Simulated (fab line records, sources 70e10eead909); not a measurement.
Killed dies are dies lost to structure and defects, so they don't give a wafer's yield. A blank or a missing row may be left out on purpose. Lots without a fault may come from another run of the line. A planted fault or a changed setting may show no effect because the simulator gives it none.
Which tool did it? | flow nand_harc | 7 lots, 21 wafers sampled, at 2 steps of a route of 1302

WHAT THE GAUGES READ, wafer by wafer
NHARC_A_ONON_D2_THK_MEAS_14: measures by ellipsometry.
lot  | measured     | on            | thk_nm (nm)
L848 | day 12 20:43 | film_metro-02 | 1019 1019 1018
L850 | day 13 13:50 | film_metro-02 | 1007 1009 1007
L852 | day 14 12:38 | film_metro-02 | 992 991 989
L854 | day 15 03:57 | film_metro-02 | 988 988 988
L856 | day 16 20:37 | film_metro-01 | 1012 1015 1015
L859 | day 17 18:25 | film_metro-01 | 1003 1004 1003
L865 | day 20 07:17 | film_metro-01 | 692 693 693 692 691 693

WHICH TOOL RAN EACH LOT (tool, then ch and the chambers of the sampled wafers, then the start)
lot  | NHARC_A_ONON_D2_DEP_12
L848 | pecvd_onon-04 ch 0, day 12 20:16
L850 | pecvd_onon-03 ch 0, day 13 13:19
L852 | pecvd_onon-03 ch 0, day 14 12:11
L854 | pecvd_onon-03 ch 0, day 15 03:26
L856 | pecvd_onon-01 ch 0, day 16 20:05
L859 | pecvd_onon-04 ch 0, day 17 17:57
L865 | pecvd_onon-04 ch 0, day 20 06:53
- NHARC_A_ONON_D2_DEP_12: target thk 1000 nm.

THE ANSWER, worked out from the rows above alone
Rule: what is usual is taken from the lots themselves. Put in order of their means at a reading, lots are off if they are a third of the lots or fewer, leave a main group of 4 or more, and stand apart from it by a gap of 3 or more times the standard deviation of the main group's means; of several such gaps the widest counts. A main group whose means are all the same, to the digits that the tables above print for the reading, isn't used. A lot without any number at a reading at which 4 lots or more have one is off too. The other lots that the step has rows for count as sound.
Off: L865, at NHARC_A_ONON_D2_THK_MEAS_14 (thk_nm). The main group: mean 1004 nm, standard deviation 11.
A tool fits if, at a process step before that reading, it ran every lot that is off, and no sound lot after the first of them. The gauges at NHARC_A_ONON_D2_THK_MEAS_14 are tried like those tools. Can't be told from this: 2 tools fit, pecvd_onon-04 at NHARC_A_ONON_D2_DEP_12, film_metro-01 at NHARC_A_ONON_D2_THK_MEAS_14.

WHAT THE SIMULATOR HAD PUT IN
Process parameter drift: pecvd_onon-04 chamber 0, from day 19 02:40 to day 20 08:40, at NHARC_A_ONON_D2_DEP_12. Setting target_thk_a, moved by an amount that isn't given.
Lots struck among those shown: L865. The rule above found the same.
